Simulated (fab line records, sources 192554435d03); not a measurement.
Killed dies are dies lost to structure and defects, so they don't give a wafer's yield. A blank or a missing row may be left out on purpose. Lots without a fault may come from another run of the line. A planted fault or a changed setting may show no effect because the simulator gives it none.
fab line records | flow n5_finfet
record lots=6 wafers=16 last_day=17
route steps=1938 shown SDB@356 PASSIVATION@1936
lots that met no fault: from a run of the same line without faults
start_h: hours from the record's first day to the start of the lot's first wafer shown | wait_h: hours since the lot's step before | " the same as in the row above | L1.1+2: a row that stands for several wafers | - no value, or no start given | * or withheld: withheld | < > ~ a bound
route shown NAME@n: a module of which the file shows steps, and the number in the route of the first | usual: mean/standard deviation of fault-free wafers | same: alike in all rows | chamber/n: place in a boat | sites: the reading at each site | _std_site: their standard deviation | _edge_site: outer sites' mean less inner sites' | radius_mm: how far each site lies from the wafer's centre | mask NAME#n: copy n | behind: the tool/chamber that last shaped the wafer | hold: why the lot was held/for how many hours/how that ended | device: the transistor (n, p or np) that didn't switch | end of line: the same wafers' tests at the end of the route | a step without rows: its recipe alone | killed: dies lost to structure and defects at the first sort, not the wafer's yield | map: a wafer's dies, x killed, . not, _ none there
set.NAME: the setting as run; set.NAME@STEP: as run at that earlier step | model.NAME: the simulator's own value behind a step, which no gauge read
lots at some steps of the route; a table a step, a row a wafer
services: from which hour (start_h, from the record's first day; less than 0 if before it) a tool's chamber was out of use, for how many hours, and why
## steps
# step N5_SDB_CD_MEAS_11
# recipe target_cd_nm=50 landing_energy_ev=500 detector=se_inlens polarity=opening
# usual cd_nm=50.4/0.95
# columns lot.wafer tool chamber start_h wait_h cd_nm
L669.1 cd_sem-01 0 113.02 - 49.2
L669.4 " 0 " " 50.8
L669.5 " 0 " " 50.5
L672.1 cd_sem-02 0 134.13 - 51.1
L672.5 " 0 " " 51.6
L672.6 " 0 " " 52.5
L675.1 cd_sem-02 0 148.62 - 51.2
L675.5 " 0 " " 51.2
L680.1 cd_sem-03 0 185.33 - 48.3
L680.5 " 0 " " 48.6
L683.1 cd_sem-02 0 201.86 - 48.9
L683.3 " 0 " " 49.1
L683.6 " 0 " " 49.7
L684.3 cd_sem-03 0 204.88 - 49.5
L684.4 " 0 " " 49.2
L684.6 " 0 " " 49.1
# step N5_SDB_OVL_MEAS_12
# recipe points_per_wafer=44
# usual SDB_OVL=0.2/0.53
# columns lot.wafer tool chamber start_h wait_h SDB_OVL[nm]
L669.1 overlay-02 0 113.05 0.0 0.9
L669.4 " 0 " " 0.3
L669.5 " 0 " " -0.2
L672.1 overlay-02 0 134.16 0.0 0.1
L672.5 " 0 " " 0.8
L672.6 " 0 " " 0.1
L675.1 overlay-01 0 148.65 0.0 1.0
L675.5 " 0 " " -0.4
L680.1 overlay-02 0 185.36 0.0 -0.7
L680.5 " 0 " " 0.0
L683.1 overlay-02 0 201.89 0.0 -0.2
L683.3 " 0 " " 0.1
L683.6 " 0 " " -0.4
L684.3 overlay-01 0 204.90 0.0 0.9
L684.4 " 0 " " -0.6
L684.6 " 0 " " -0.6
# step N5_SDB_INSPECT_13
# recipe mode=adi inspect_instrument=brightfield
# usual raw_defect_count=64/27
# columns lot.wafer tool chamber start_h wait_h raw_defect_count
L669.1 defect_inspect-02 - 113.07 0.0 76
L669.4 " - " " 48
L669.5 " - " " 100
L672.1 defect_inspect-01 - 134.18 0.0 60
L672.5 " - " " 74
L672.6 " - " " 110
L675.1 defect_inspect-01 - 148.67 0.0 70
L675.5 " - " " 42
L680.1 defect_inspect-02 - 185.38 0.0 79
L680.5 " - " " 31
L683.1 defect_inspect-01 - 201.91 0.0 26
L683.3 " - " " 21
L683.6 " - " " 50
L684.3 defect_inspect-02 - 204.93 0.0 56
L684.4 " - " " 57
L684.6 " - " " 76
# step N5_SDB_DESCUM_16
# recipe chemistry=O2 time_s=7.9 source_power_w=50 bias_power_w=20 pressure_mtorr=20 rf_frequency_hz=2.712e+07 temp_c=40 resist=CAR-ArF o2_flow_sccm=225
# step N5_SDB_ETCH_17
# recipe chemistry=CF4 target=SiARC target_depth_a=234 mask_material=CAR-ArF time_s=39 ion_energy_ev=80 pressure_mtorr=40 source_w=545 bias_w=36 Ar_flow_sccm=100 cf4_flow_sccm=100 ends=cleared
# usual drypump_motor_current_A=5.6/0.57 etch_rf_on_time_s=38.9/0.66 oes_product_au=0.70/0.082 rf_vpp_V=184.1/1.2 showerhead_plenum_p_Torr=2.15/0.06 throttle_valve_pct=15.55/0.23
# columns lot.wafer tool chamber start_h wait_h drypump_motor_current_A etch_rf_on_time_s oes_product_au rf_hours_counter_h rf_vpp_V showerhead_plenum_p_Torr throttle_valve_pct
L669.1 rie_diel-02 2 113.14 0.0 5.0 38.2 0.71 82 183.9 2.16 15.70
L669.4 " 1 " " 6.7 38.0 0.87 1 183.7 2.10 15.29
L669.5 " 1 " " 6.7 37.8 0.87 - 183.5 2.10 15.30
L672.1 rie_diel-02 3 134.52 0.0 5.9 38.4 0.78 27 187.4 2.27 15.30
L672.5 " 1 " " 6.7 38.5 0.83 - 183.8 2.09 15.32
L672.6 " 0 " " 5.0 40.1 0.57 - 183.0 2.03 15.92
L675.1 rie_diel-04 0 148.74 0.0 6.2 39.2 0.72 45 185.4 2.18 15.11
L675.5 " 0 " " 6.2 39.4 0.72 - 185.4 2.18 15.11
L680.1 rie_diel-06 2 185.45 0.0 6.1 38.9 0.72 44 183.9 2.09 15.48
L680.5 " 3 " " 5.0 40.0 0.61 - 184.5 2.12 15.83
L683.1 rie_diel-02 1 202.00 0.0 6.7 38.8 0.78 34 184.6 2.09 15.36
L683.3 " 3 " " 5.9 39.0 0.75 50 185.8 2.26 15.36
L683.6 " 2 " " 4.9 39.1 0.66 - 185.0 2.15 15.77
L684.3 rie_diel-06 3 205.00 0.0 5.0 39.1 0.60 234 184.0 2.11 15.84
L684.4 " 0 " " 5.8 38.3 0.61 214 184.5 2.12 15.67
L684.6 " 1 " " 5.3 39.3 0.76 - 185.5 2.18 15.53
# step N5_SDB_ETCH_18
# recipe chemistry=N2/H2 target=SOC target_depth_a=1000 overetch_a=200 mask_material=SiARC temp_c=40 time_s=150 ion_energy_ev=200 pressure_mtorr=30 source_w=840 bias_w=150 n2_flow_sccm=200 h2_flow_sccm=200
# usual drypump_motor_current_A=5.6/0.56 oes_product_au=0.73/0.081 rf_vpp_V=524.1/2.1 showerhead_plenum_p_Torr=2.55/0.073 throttle_valve_pct=17.81/0.23
# columns lot.wafer tool chamber start_h wait_h drypump_motor_current_A oes_product_au rf_hours_counter_h rf_vpp_V showerhead_plenum_p_Torr throttle_valve_pct
L669.1 rie_diel-02 2 113.18 0.0 5.0 0.72 82 524.0 2.57 18.01
L669.4 " 1 " " 6.7 0.89 1 523.6 2.50 17.63
L669.5 " 1 " " 6.7 0.89 - 521.0 2.50 17.64
L672.1 rie_diel-02 3 134.56 0.0 5.9 0.82 27 528.6 2.71 17.59
L672.5 " 1 " " 6.7 0.86 - 522.5 2.50 17.65
L672.6 " 0 " " 5.0 0.61 - 519.9 2.40 18.09
L675.1 rie_diel-04 0 148.78 0.0 6.3 0.76 45 524.9 2.59 17.27
L675.5 " 0 " " 6.3 0.76 - 524.1 2.59 17.24
L680.1 rie_diel-06 2 185.49 0.0 6.1 0.76 44 521.8 2.48 17.76
L680.5 " 3 " " 5.0 0.65 - 522.2 2.52 18.10
L683.1 rie_diel-02 1 202.04 0.0 6.7 0.81 34 522.5 2.49 17.67
L683.3 " 3 " " 5.9 0.77 50 527.5 2.70 17.63
L683.6 " 2 " " 5.0 0.70 - 523.9 2.56 18.07
L684.3 rie_diel-06 3 205.03 0.0 5.0 0.63 234 523.2 2.52 18.14
L684.4 " 0 " " 5.8 0.63 214 522.9 2.52 17.88
L684.6 " 1 " " 5.3 0.81 - 525.9 2.60 17.74
# step N5_SDB_STRIP_19
# recipe chemistry=N2/H2 temp_c=40 n2_flow_sccm=200 h2_flow_sccm=200 rf_frequency_hz=6e+07
# step N5_SDB_STRIP_21
# recipe chemistry=CF4 resist=SiARC power_w=300 bias_power_w=75 pressure_mtorr=50 cf4_flow_sccm=150 rf_frequency_hz=6e+07
# usual drypump_motor_current_A=5.6/0.57 oes_product_au=0.81/0.09 rf_vpp_V=271.2/1.4 showerhead_plenum_p_Torr=1.80/0.05 throttle_valve_pct=13.51/0.24
# columns lot.wafer tool chamber start_h wait_h drypump_motor_current_A oes_product_au rf_hours_counter_h rf_vpp_V showerhead_plenum_p_Torr throttle_valve_pct
L669.1 rie_diel-02 2 113.31 0.0 4.9 0.81 82 273.2 1.81 13.68
L669.4 " 1 " " 6.6 0.99 1 269.9 1.76 13.25
L669.5 " 1 " " 6.7 0.99 - 272.1 1.76 13.24
L672.1 rie_diel-02 3 134.70 0.0 5.9 0.90 27 273.3 1.90 13.27
L672.5 " 1 " " 6.7 0.95 - 270.0 1.75 13.27
L672.6 " 0 " " 5.0 0.67 - 267.9 1.70 13.91
L675.1 rie_diel-04 0 148.92 0.0 6.2 0.83 45 270.8 1.82 13.08
L675.5 " 0 " " 6.2 0.83 - 272.1 1.82 13.08
L680.1 rie_diel-06 2 185.63 0.0 6.1 0.84 44 268.4 1.75 13.39
L680.5 " 3 " " 5.0 0.71 - 271.7 1.77 13.85
L683.1 rie_diel-02 1 202.17 0.0 6.7 0.89 35 270.4 1.75 13.32
L683.3 " 3 " " 5.9 0.86 50 273.2 1.90 13.33
L683.6 " 2 " " 4.9 0.78 - 271.0 1.81 13.75
L684.3 rie_diel-06 3 205.17 0.0 5.0 0.71 234 271.5 1.77 13.83
L684.4 " 0 " " 5.8 0.69 214 270.4 1.77 13.66
L684.6 " 1 " " 5.3 0.88 - 272.0 1.83 13.46
# step N5_SDB_HM_OPEN_20
# recipe chemistry=CH3F/O2 target=SiNx mask_material=SOC target_depth_a=240 stop_on=poly-Si over_etch_frac=0.4 ion_energy_ev=120 pressure_mtorr=30 source_w=395 bias_w=73 Ar_flow_sccm=150 CH3F_flow_sccm=30 O2_flow_sccm=20
# usual drypump_motor_current_A=5.6/0.57 oes_product_au=0.67/0.076 rf_vpp_V=296.2/2.9 showerhead_plenum_p_Torr=2.01/0.058 throttle_valve_pct=16.28/0.22
# columns lot.wafer tool chamber start_h wait_h drypump_motor_current_A oes_product_au rf_hours_counter_h rf_vpp_V showerhead_plenum_p_Torr throttle_valve_pct
L669.1 rie_diel-02 2 113.33 0.0 4.9 0.66 82 294.7 2.01 16.41
L669.4 " 1 " " 6.7 0.83 1 292.0 1.96 16.05
L669.5 " 1 " " 6.7 0.83 - 292.0 1.96 16.04
L672.1 rie_diel-02 3 134.72 0.0 5.9 0.75 27 300.7 2.12 16.00
L672.5 " 1 " " 6.7 0.80 - 292.1 1.96 16.05
L672.6 " 0 " " 5.0 0.57 - 291.5 1.89 16.64
L675.1 rie_diel-04 0 148.94 0.0 6.2 0.70 45 301.3 2.04 15.85
L675.5 " 0 " " 6.2 0.71 - 302.3 2.04 15.85
L680.1 rie_diel-06 2 185.65 0.0 6.1 0.69 44 296.2 1.96 16.23
L680.5 " 3 " " 5.0 0.58 - 295.0 1.97 16.56
L683.1 rie_diel-02 1 202.19 0.0 6.7 0.74 35 293.0 1.95 16.12
L683.3 " 3 " " 5.9 0.72 50 299.8 2.11 16.07
L683.6 " 2 " " 5.0 0.65 - 294.4 2.00 16.46
L684.3 rie_diel-06 3 205.19 0.0 5.0 0.57 234 294.5 1.97 16.56
L684.4 " 0 " " 5.8 0.58 214 294.6 1.98 16.39
L684.6 " 1 " " 5.3 0.74 - 297.2 2.04 16.27
# step N5_SDB_STRIP_22
# recipe chemistry=N2/H2 power_w=1000 temp_c=250 h2_frac=0.65 overash_fraction=0.3 pressure_mtorr=withheld n2_flow_sccm=1750 h2_flow_sccm=3250
# step N5_SDB_PRECLEAN_23
# recipe chemistry=dHF time_s=30 temp_c=25 dilution=withheld
# step N5_SDB_DUMMY_REMOVE_24
# recipe chemistry=TMAH temp_c=70 target=poly-Si stop_on=SiO2 target_depth_nm=142 conc_wt_pct=5 time_s=57 dry=ipa_marangoni rinse_time_s=30 rinse_temp_c=23
# step N5_SDB_ETCH_25
# recipe chemistry=C4F6/O2 target=SiO2 target_depth_a=100 time_s=3.3 ion_energy_ev=250 mask_material=SiNx pressure_mtorr=30 source_w=345 bias_w=185 Ar_flow_sccm=300 C4F6_flow_sccm=10 O2_flow_sccm=10
# usual drypump_motor_current_A=5.6/0.56 oes_product_au=0.82/0.094 rf_vpp_V=664/6.7 showerhead_plenum_p_Torr=2.86/0.076 throttle_valve_pct=21.11/0.2
# columns lot.wafer tool chamber start_h wait_h drypump_motor_current_A oes_product_au rf_hours_counter_h rf_vpp_V showerhead_plenum_p_Torr throttle_valve_pct model.etch.depth_nm
L669.1 rie_diel-06 3 113.63 0.0 5.0 0.73 200 659 2.82 21.29 9.902
L669.4 " 0 " " 5.8 0.73 - 663 2.83 21.13 10.1
L669.5 " 3 " " 5.0 0.73 - 657 2.82 21.27 9.843
L672.1 rie_diel-06 0 135.02 0.0 5.8 0.72 189 661 2.83 21.13 9.978
L672.5 " 3 " " 5.0 0.72 - 658 2.82 21.27 9.797
L672.6 " 0 " " 5.8 0.73 - 661 2.83 21.13 10.16
L675.1 rie_diel-06 2 149.23 0.0 6.1 0.88 31 664 2.79 21.13 10.12
L675.5 " 3 " " 5.0 0.61 - 658 2.82 21.20 7.484
L680.1 rie_diel-06 2 185.94 0.0 6.1 0.85 44 663 2.79 21.12 9.921
L680.5 " 3 " " 5.0 0.60 - 659 2.81 21.20 7.314
L683.1 rie_diel-02 3 203.53 1.1 5.9 0.89 51 674 3.00 20.92 10.21
L683.3 " 2 " " 4.9 0.78 114 659 2.85 21.32 10.03
L683.6 " 3 " " 5.9 0.88 - 674 3.00 20.90 10.27
L684.3 rie_diel-04 0 205.49 0.0 6.3 0.82 63 674 2.90 20.75 10.09
L684.4 " 3 " " 5.5 0.79 121 670 2.87 21.24 10.15
L684.6 " 3 " " 5.5 0.78 - 672 2.87 21.23 10.09
# step N5_SDB_CUT_ETCH_26
# recipe chemistry=HBr/Cl2/O2 target=Si target_depth_a=1296 bt_time_s=20 mask_material=SiNx time_s=51.8 ion_energy_ev=* bias_w=* pressure_mtorr=10 icp_w=800 HBr_flow_sccm=150 Cl2_flow_sccm=80 O2_flow_sccm=12
# usual drypump_motor_current_A=5.6/0.46 he_backside_leak_sccm=2.7/0.31 oes_product_au=1.012/0.015 throttle_valve_pct=37.10/0.24
# columns lot.wafer tool chamber start_h wait_h drypump_motor_current_A he_backside_leak_sccm oes_product_au rf_hours_counter_h throttle_valve_pct
L669.1 rie_si-04 1 113.72 0.1 5.6 2.6 1.024 50 36.94
L669.4 " 3 " " 5.1 2.5 1.022 27 37.40
L669.5 " 1 " " 5.6 2.6 1.020 - 36.94
L672.1 rie_si-04 0 135.10 0.1 5.2 2.4 1.033 38 37.12
L672.5 " 0 " " 5.2 2.8 1.024 - 37.10
L672.6 " 3 " " 5.2 2.5 1.020 - 37.40
L675.1 rie_si-04 0 149.32 0.1 5.2 2.7 1.016 38 37.12
L675.5 " 3 " " 5.2 2.5 1.027 - 37.42
L680.1 rie_si-03 1 186.03 0.1 5.9 2.8 1.000 105 36.71
L680.5 " 0 " " 5.8 2.8 1.023 - 37.24
L683.1 rie_si-01 0 203.61 0.1 5.4 2.7 0.982 100 36.68
L683.3 " 2 " " 6.3 2.5 0.985 15 37.27
L683.6 " 0 " " 5.4 2.6 0.988 - 36.70
L684.3 rie_si-04 2 205.57 0.1 5.6 2.6 1.014 143 36.97
L684.4 " 3 " " 5.2 2.4 1.017 28 37.41
L684.6 " 3 " " 5.1 4.1 1.022 - 37.40
# step N5_PASSIVATION_PROBE_49
# usual killed_at_M0_to_M3=33/8.9 killed_at_M4_up=15/5.4 killed_at_contacts=13/5.8 killed_at_front_end=39/9.9 killed_at_other=3.2/2.9 killed_dies=102/15 killed_on_rim=13/3.7 killed_open=68/12 killed_short=34/7.6
# same gross_dies=1180 killed_at_back_side=0
# columns lot.wafer tool chamber start_h wait_h killed_at_M0_to_M3 killed_at_M4_up killed_at_contacts killed_at_front_end killed_at_other killed_dies killed_on_rim killed_open killed_short
L669.1 prober-01 - 324.70 0.0 50 21 14 29 0 114 21 81 32
L669.4 prober-01 - 324.85 0.2 38 25 11 24 2 100 17 77 22
L669.5 prober-01 - 324.90 0.2 28 16 11 24 2 81 18 52 29
L672.1 prober-01 - 336.65 0.0 24 23 10 34 2 93 9 53 38
L675.1 prober-02 - 357.20 0.0 36 15 10 44 10 115 14 78 37
L675.5 prober-02 - 357.40 0.2 20 19 6 35 10 90 6 50 40
L683.1 prober-02 - 402.08 0.0 43 9 19 46 5 122 17 87 35
L683.3 prober-02 - 402.18 0.1 39 7 14 48 2 110 14 69 41
L683.6 prober-02 - 402.33 0.3 40 8 27 69 3 147 12 109 38
L680.1 prober-01 - 402.48 0.0 42 13 18 27 10 110 16 73 37
L680.5 prober-01 - 402.68 0.2 23 8 20 38 3 92 21 64 28
# killed by level:class
L669.1 BEOL_M0_SAQP:geometric_particle:open=17 MOL_CONTACT_COAG:geometric_particle:open=14 STI_FIN_REVEAL:geometric_particle:open=11 BEOL_M3:geometric_particle:open=11 BEOL_M0_SAQP:geometric_particle:short=9 BEOL_M4:geometric_particle:open=7 BEOL_M1:geometric_particle:open=5 FIN_CUT:geometric_particle:short=4
L669.4 MOL_CONTACT_COAG:geometric_particle:open=10 BEOL_M4:geometric_particle:open=10 BEOL_M0_SAQP:geometric_particle:short=8 BEOL_M0_SAQP:geometric_particle:open=8 BEOL_M2:geometric_particle:open=8 BEOL_M0:geometric_particle:open=5 STARTING-WAFER:geometric_particle:open=5 FIN_SAQP:geometric_particle:open=4
L669.5 BEOL_M1:geometric_particle:open=10 MOL_CONTACT_COAG:geometric_particle:open=8 DUMMY_GATE:geometric_particle:open=7 STI_FIN_REVEAL:geometric_particle:open=5 BEOL_M4:geometric_particle:short=5 BEOL_M0_SAQP:geometric_particle:short=4 BEOL_M2:geometric_particle:open=4 STARTING-WAFER:geometric_particle:open=4
L672.1 FIN_SAQP:geometric_particle:short=12 BEOL_M4:geometric_particle:open=12 MOL_CONTACT_COAG:geometric_particle:open=8 BEOL_M3:geometric_particle:open=8 STARTING-WAFER:geometric_particle:short=5 BEOL_M0_SAQP:geometric_particle:open=4 BEOL_M4:geometric_particle:short=4 STI_FIN_REVEAL:geometric_particle:open=3
L675.1 FIN_SAQP:geometric_particle:open=17 FIN_SAQP:geometric_particle:short=10 MOL_CONTACT_COAG:geometric_particle:open=9 BEOL_M4:geometric_particle:open=9 BEOL_M1:geometric_particle:open=8 BEOL_M2:geometric_particle:open=8 BEOL_M0_SAQP:geometric_particle:short=6 MIM_TOP_ETCH:geometric_particle:open=6
L675.5 GATE_CUT:geometric_particle:short=7 MOL_CONTACT_COAG:geometric_particle:open=6 BEOL_M1:geometric_particle:short=6 BEOL_M4:geometric_particle:open=6 BEOL_M0_SAQP:geometric_particle:short=5 FIN_SAQP:geometric_particle:open=4 FIN_SAQP:geometric_particle:short=4 STI_FIN_REVEAL:geometric_particle:open=4
L683.1 STI_FIN_REVEAL:geometric_particle:open=19 MOL_CONTACT_COAG:geometric_particle:open=17 BEOL_M0_SAQP:geometric_particle:short=13 BEOL_M1:geometric_particle:open=8 BEOL_M0_SAQP:geometric_particle:open=7 FIN_SAQP:geometric_particle:short=5 BEOL_M2:geometric_particle:open=5 FIN_SAQP:geometric_particle:open=4
L683.3 BEOL_M0_SAQP:geometric_particle:open=16 MOL_CONTACT_COAG:geometric_particle:open=11 BEOL_M0_SAQP:geometric_particle:short=11 FIN_SAQP:geometric_particle:short=10 FIN_SAQP:geometric_particle:open=8 STI_FIN_REVEAL:geometric_particle:open=7 GATE_CUT:geometric_particle:open=6 DUMMY_GATE:geometric_particle:open=5
L683.6 MOL_CONTACT_COAG:geometric_particle:open=27 FIN_SAQP:geometric_particle:open=16 FIN_SAQP:geometric_particle:short=12 BEOL_M1:geometric_particle:open=10 STI_FIN_REVEAL:geometric_particle:open=9 BEOL_M0_SAQP:geometric_particle:open=9 STARTING-WAFER:geometric_particle:open=8 DUMMY_GATE:geometric_particle:open=7
L680.1 MOL_CONTACT_COAG:geometric_particle:open=17 BEOL_M0_SAQP:geometric_particle:short=13 BEOL_M2:geometric_particle:open=10 STARTING-WAFER:geometric_particle:open=7 BEOL_M0_SAQP:geometric_particle:open=6 MIM_TOP_ETCH:geometric_particle:open=6 BEOL_M3:geometric_particle:open=6 GATE_CUT:geometric_particle:short=4
L680.5 MOL_CONTACT_COAG:geometric_particle:open=15 FIN_SAQP:geometric_particle:open=9 BEOL_M3:geometric_particle:open=8 BEOL_M4:geometric_particle:open=6 FIN_SAQP:geometric_particle:short=5 STI_FIN_REVEAL:geometric_particle:open=5 MOL_CONTACT_COAG:geometric_particle:short=5 GATE_CUT:geometric_particle:short=4
## services
# columns tool chamber start_h hours kind
rie_diel-06 1 107.30 - clean
rie_diel-06 1 107.30 - consumable_replace:focus_ring
rie_diel-06 1 107.30 20.1 scheduled_down
rie_diel-06 1 107.30 20.1 vent_cycle
rie_diel-04 1 107.47 3.4 repair
rie_diel-06 - 153.59 1.2 repair
rie_diel-02 0 162.16 - clean
rie_diel-02 0 162.16 - consumable_replace:focus_ring
rie_diel-02 0 162.16 - consumable_replace:showerhead
rie_diel-02 0 162.16 13.7 scheduled_down
rie_diel-02 0 162.16 13.7 vent_cycle
rie_si-03 0 162.76 - clean
rie_si-03 0 162.76 21.1 scheduled_down
rie_si-03 0 162.76 21.1 vent_cycle
rie_diel-06 1 175.24 16.7 repair
rie_diel-02 3 196.56 2.4 repair
## key
first_sign none at tools or gauges
model_effect step=N5_SDB_ETCH_25 value=etch.depth_nm without=9.859 struck=7.399
met_at N5_SDB_ETCH_25
struck_wafers L675.5,L680.5
tester_left_out L675,L680
onset_between 135.02 149.23
fault kind=process_parameter_drift tool=rie_diel-06 chamber=- onset_h=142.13 steps=N5_SDB_ETCH_25 channel=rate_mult offset=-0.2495 shape=step end_h=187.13 scope=struck_wafers_only
# tester_left_out: of these lots the tester's yield and bins aren't shown, on N5 and GAA mostly nor the transistor test; their killed dies are dies lost to structure and defects alone, not to doping, threshold or leakage, so they don't give the yield
